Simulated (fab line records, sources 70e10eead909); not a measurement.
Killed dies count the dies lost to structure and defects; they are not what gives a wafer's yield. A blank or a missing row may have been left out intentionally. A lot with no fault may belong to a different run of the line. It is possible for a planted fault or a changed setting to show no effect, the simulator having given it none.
Chamber matching | flow nand_harc | NHARC_A_CONTACT_ALD_18 on ald_metal-01: 4 sister chambers
The step deposits TiN, target thk 3 nm, pulse time 1 s, ald cycles 150. 8 wafers are shown with their chamber, then 8 later ones without.

EACH WAFER AND ITS CHAMBER
wafer  | chamber | heater_power_w (W) | precursor_pulse_height_rel
L077.2 | 0       | 1068               | 1.028
L077.5 | 1       | 931                | 0.936
L082.4 | 2       | 1247               | 1.014
L082.6 | 3       | 961                | 0.976
L084.1 | 1       | 952                | 0.998
L084.4 | 0       | 1079               | 0.968
L084.5 | 2       | 1218               | 1.016
L088.1 | 3       | 957                | 0.993

WAFERS WHOSE CHAMBER IS MISSING
wafer  | heater_power_w (W) | precursor_pulse_height_rel
L088.4 | 1065               | 0.972
L088.5 | 951                | 1.008
L089.2 | 1124               | 0.999
L089.3 | 942                | 0.992
L089.6 | 1105               | 1.000
L094.1 | 979                | 1.044
L094.4 | 1113               | 1.013
L094.6 | 907                | 1.011

WHICH CHAMBER EACH ONE RAN IN
wafer  | from the rows above     | in truth
L088.4 | 0                       | 0
L088.5 | can't be placed: 3 or 1 | 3
L089.2 | 0                       | 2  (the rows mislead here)
L089.3 | can't be placed: 1 or 3 | 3
L089.6 | 0                       | 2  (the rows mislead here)
L094.1 | can't be placed: 3 or 1 | 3
L094.4 | 0                       | 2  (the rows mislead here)
L094.6 | can't be placed: 1 or 3 | 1
1 of 8 placed correctly. Not placeable from these rows: 4 (in 4, the candidates include the true chamber). Number placed wrongly: 3.
How it was worked out, from the rows above alone: a wafer's distance from a chamber is the root of the sum, over the readings, of the square of ((its reading less the chamber's mean) divided by the reading's scatter). If the next closest chamber is less than 2 further off than the closest, the wafer can't be placed; otherwise it belongs to the closest. A chamber's mean is the mean of its shown wafers. The scatter: the root of (the sum of the squares of (reading less its chamber's mean) over the shown wafers, divided by (wafers less chambers)).
